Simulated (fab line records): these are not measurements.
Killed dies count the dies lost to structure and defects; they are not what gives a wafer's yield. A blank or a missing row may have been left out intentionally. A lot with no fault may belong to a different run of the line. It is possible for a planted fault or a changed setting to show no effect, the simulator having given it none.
Matching of chambers :: flow n5-finfet :: 4 sister chambers for N5_HKMG_FIN_ALD_74 on ald-hk-02
The step deposits La2O3, target thk 0.5 nm, pulse time 6 s, co reactant pulse time 1 s. 8 wafers are shown with their chamber, then 7 later ones without.

WAFERS WITH THEIR CHAMBER
wafer: L078.4
chamber: 0
heater-power-outer-w (W): 216
heater-power-w (W): 373

wafer: L078.5
chamber: 1
heater-power-outer-w (W): 236
heater-power-w (W): 428

wafer: L078.6
chamber: 0
heater-power-outer-w (W): 213
heater-power-w (W): 380

wafer: L081.3
chamber: 3
heater-power-outer-w (W): 219
heater-power-w (W): 367

wafer: L081.5
chamber: 2
heater-power-outer-w (W): 163
heater-power-w (W): 303

wafer: L081.6
chamber: 1
heater-power-outer-w (W): 241
heater-power-w (W): 427

wafer: L082.1
chamber: 3
heater-power-outer-w (W): 220
heater-power-w (W): 357

wafer: L082.3
chamber: 2
heater-power-outer-w (W): 167
heater-power-w (W): 309

WAFERS MISSING THEIR CHAMBER
wafer: L082.5
heater-power-outer-w (W): 216
heater-power-w (W): 370

wafer: L088.2
heater-power-outer-w (W): 222
heater-power-w (W): 365

wafer: L088.4
heater-power-outer-w (W): 241
heater-power-w (W): 436

wafer: L088.6
heater-power-outer-w (W): 222
heater-power-w (W): 369

wafer: L090.1
heater-power-outer-w (W): 242
heater-power-w (W): 431

wafer: L090.2
heater-power-outer-w (W): 213
heater-power-w (W): 368

wafer: L090.6
heater-power-outer-w (W): 163
heater-power-w (W): 321

WHICH CHAMBER EACH WENT THROUGH
wafer: L082.5
from the rows above: can't be placed: 0 or 3
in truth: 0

wafer: L088.2
from the rows above: 3
in truth: 3

wafer: L088.4
from the rows above: 1
in truth: 1

wafer: L088.6
from the rows above: can't be placed: 3 or 0
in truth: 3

wafer: L090.1
from the rows above: 1
in truth: 1

wafer: L090.2
from the rows above: can't be placed: 0 or 3
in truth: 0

wafer: L090.6
from the rows above: 2
in truth: 2
Correct placement for 4 of the 7. Unplaceable from these rows: 3, with the true chamber sitting among the candidates in 3. Wrongly placed: 0.
How it was worked out, from the rows above alone: a wafer's distance from a chamber is the root of the sum, over the readings, of the square of ((its reading less the chamber's mean) divided by the reading's scatter). If the next closest chamber is less than 2 further off than the closest, the wafer can't be placed; otherwise it belongs to the closest. The mean given for a chamber averages the wafers shown for that chamber. The scatter: the root of (the sum of the squares of (reading less its chamber's mean) over the shown wafers, divided by (wafers less chambers)).
